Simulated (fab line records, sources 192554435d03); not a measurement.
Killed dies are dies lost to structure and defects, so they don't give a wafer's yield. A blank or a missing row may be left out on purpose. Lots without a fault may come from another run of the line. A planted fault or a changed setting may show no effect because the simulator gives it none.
A struck lot beside a sound one | flow n5_finfet | 38 steps out of a route of 1938
Sound: wafers L157.1, L157.5, L157.6. Struck: wafers L153.1, L153.2, L153.6. The cause comes at the end.
At each step with rows: each side's tool, then ch and its chambers, then its first start. Under that, the readings that differ: sound wafers | struck wafers | difference of the means | sigmas: that difference in standard deviations of wafers without a fault.
alike: readings whose means differ by less than 2 such deviations, and words and numbers that are the same on both sides. not compared: withheld readings, readings that some wafer has no value for, bounds like >300 that may hide the same value, and numbers for which the record gives no deviation and whose values overlap.
The two part at a step that has a row with sigmas, a row that says differs or no value, or rows on one side only. Numbers that don't overlap but have no deviation are shown without sigmas and don't part them. A reading that every wafer of one side lacks parts them only if that side has two wafers or more.

first, 9 steps without rows for these wafers: N5_BEOL_M7_DESCUM_33 (chemistry O2, time 7 s); N5_BEOL_M7_ETCH_72 (etches underlayer in N2/H2, target depth 6.5 nm, time 5.2 s); N5_BEOL_M7_ETCH_65 (etches SiARC in CF4, target depth 15.6 nm, time 26 s); N5_BEOL_M7_ETCH_66 (etches SOC in N2/H2, target depth 80 nm, overetch 16 nm, time 120 s); N5_BEOL_M7_STRIP_69 (strips in N2/H2); N5_BEOL_M7_STRIP_73 (strips in N2/H2); N5_BEOL_M7_VIA_ETCH_34 (etches SiCOH lowk in C4F6/O2, target depth 125.5 nm, time 50.5 s); N5_BEOL_M7_STRIP_76 (strips in C4F6/O2); N5_BEOL_M7_STRIP_36 (strips in N2/H2).
N5_BEOL_M7_TRENCH_ETCH_37: etches SiCOH lowk in C4F6/O2, target depth 93.478 nm, time 31.2 s.
  sound on rie_diel-03 ch 0,1,3, day 13 08:14; struck on rie_diel-06 ch 0,1,2, day 12 11:38
  reading                             | sound             | struck            | difference | sigmas
  oes_f_703_au (a.u.)                 | 0.76 0.69 0.90    | 0.53 0.63 0.50    | -0.23      | -2
  oes_o_777_au (a.u.)                 | 0.76 0.68 0.90    | 0.55 0.66 0.53    | -0.20      | -2
  rf_fwd_power_W (W)                  | 341.7 341.6 339.9 | 255.5 254.3 256.0 | -85.8      | -45
  rf_vpp_V (V)                        | 666 666 688       | 763 762 777       | +94        | +10
  model.BEOL_M7.feature_depth_nm (nm) | 93.8 90 96        | 83.4 85.8 85.2    | -8.5       |
  model.etch.depth_nm (nm)            | 93.83 89.91 95.95 | 83.42 85.75 85.25 | -8.42      |
  alike: drypump_motor_current_A, oes_ar_750_au, oes_product_au, showerhead_plenum_p_Torr, throttle_valve_pct
  not compared: rf_hours_counter_h
then, 2 steps without rows for these wafers: N5_BEOL_M7_ETCH_41 (etches SiCN in CH3F/O2, target depth 31.9 nm, time 57.8 s); N5_BEOL_M7_STRIP_80 (strips in N2/H2, time 10 s).
N5_BEOL_M7_OCD_MEAS_38:
  sound on ocd-01, day 13 08:23; struck on ocd-01, day 12 11:47
  reading              | sound          | struck         | difference | sigmas
  trench_depth_nm (nm) | 93.5 89.9 95.8 | 83.8 85.9 85.1 | -8.1       | -4
then, 13 steps without rows for these wafers: N5_BEOL_M7_HM_STRIP_39 (strips TiN in peroxide tin strip, target depth 25 nm, time 158 s); N5_BEOL_M7_SRD_40 (time 30 s); N5_BEOL_M7_PRECLEAN_42 (cleans in residue remover, time 60 s); N5_BEOL_M7_SRD_43 (time 30 s); N5_BEOL_M7_CURE_75 (cures SiCOH lowk, time 120 s); N5_BEOL_M7_DEGAS_44 (time 60 s); N5_BEOL_M7_PRE_CLEAN_45 (time 30 s); N5_BEOL_M7_ALD_77 (deposits TaN, target thk 2 nm, pulse time 2 s, purge time 3 s); N5_BEOL_M7_SURFACE_TREAT_79; N5_BEOL_M7_CVD_78 (deposits Co from CCTBA/H2, target thk 2 nm, time 142.3 s); N5_BEOL_M7_SPUTTER_48 (material Cu, target thk 10 nm, time 1.667 s); N5_BEOL_M7_ECD_50 (material Cu, target thk 300 nm); N5_BEOL_M7_ANNEAL_51 (time 90 s).
N5_BEOL_M7_CMP_52: polishes, stops on SiCOH lowk, t overpolish 6.9 s, target thk 80 nm.
  sound on cmp-04 ch 0,2,3, day 13 10:38; struck on cmp-03 ch 0,1,3, day 12 15:09
  reading                                | sound      | struck       | difference | sigmas
  model.Cu_of_BEOL_M7_ECD_50.thk_nm (nm) | 80 75.8 83 | 69 70.4 73.8 | -9         |
  alike: barrier_field_endpoint_s, motor_current_A, overpolish_run_s, slurry_filter_dp_kPa, time_to_endpoint_s
N5_BEOL_M7_THK_MEAS_53: measures by xrf.
  sound on film_metro-02, day 13 10:51; struck on film_metro-02, day 12 15:22
  reading     | sound          | struck         | difference | sigmas
  M7_THK (nm) | 80.2 76.0 83.2 | 70.5 72.2 75.2 | -7.2       | -3
then, 2 steps without rows for these wafers: N5_BEOL_M7_PRE_CLEAN_55 (time 15 s); N5_BEOL_M7_DEP_56 (deposits SiCN from 3MS/NH3, target thk 10 nm, time 17.5 s).
N5_BEOL_M7_RS_MEAS_57: measures by four-point-probe.
  sound on film_metro-02, day 13 10:59; struck on film_metro-02, day 12 15:30
  reading        | sound             | struck            | difference | sigmas
  M7_RS (ohm/sq) | 0.287 0.305 0.274 | 0.340 0.333 0.314 | +0.040     | +4
then, 5 steps without rows for these wafers: N5_BEOL_M8_ILD_DEP_00 (deposits SiCOH lowk from DEMS/porogen, target thk 179.75 nm, time 33.4 s); N5_BEOL_M8_CURE_74 (cures SiCOH lowk, time 240 s); N5_BEOL_M8_PECVD_70 (deposits SiO2 from TEOS/O2, target thk 20 nm, time 22.7 s); N5_BEOL_M8_HM_DEP_02 (deposits TiN, target thk 20 nm); N5_BEOL_M8_COAT_59 (time 60 s, resist thk 100 nm).
-- the record jumps here: 3 days lie between the struck wafers' starts before and after (it left off in module BEOL_M8 and takes up again in module BEOL_M15, whose first step shown is number 1830 of the route) --
N5_BEOL_M15_RC_MEAS_101:
  sound on prober-02 ch 0, day 16 02:06; struck on prober-02 ch 0, day 15 04:02
  reading                   | sound          | struck         | difference | sigmas
  SERP_M7 (ohm/um)          | 14.2 14.4 13.3 | 16.0 15.6 14.5 | +1.4       | +2
  SERP_M7_max_site (ohm/um) | 14.5 14.7 14.2 | 16.8 16.1 15.0 | +1.5       | +2
  alike: COMB_M10, COMB_M11, COMB_M12, COMB_M13, COMB_M14, COMB_M15, COMB_M5, COMB_M6, COMB_M7, COMB_M8, COMB_M9, SERP_M10, SERP_M11, SERP_M12, SERP_M13, SERP_M14, SERP_M5, SERP_M6, SERP_M8, SERP_M9
then, 1 step without rows for these wafers: N5_PASSIVATION_PROBE_49.

WHERE THEY PART
First at N5_BEOL_M7_TRENCH_ETCH_37; last, within this record, at N5_BEOL_M15_RC_MEAS_101.

WHY: what the simulator had put in
Process parameter drift: rie_diel-06, from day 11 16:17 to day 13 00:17, at N5_BEOL_M7_TRENCH_ETCH_37. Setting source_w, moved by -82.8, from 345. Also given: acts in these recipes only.
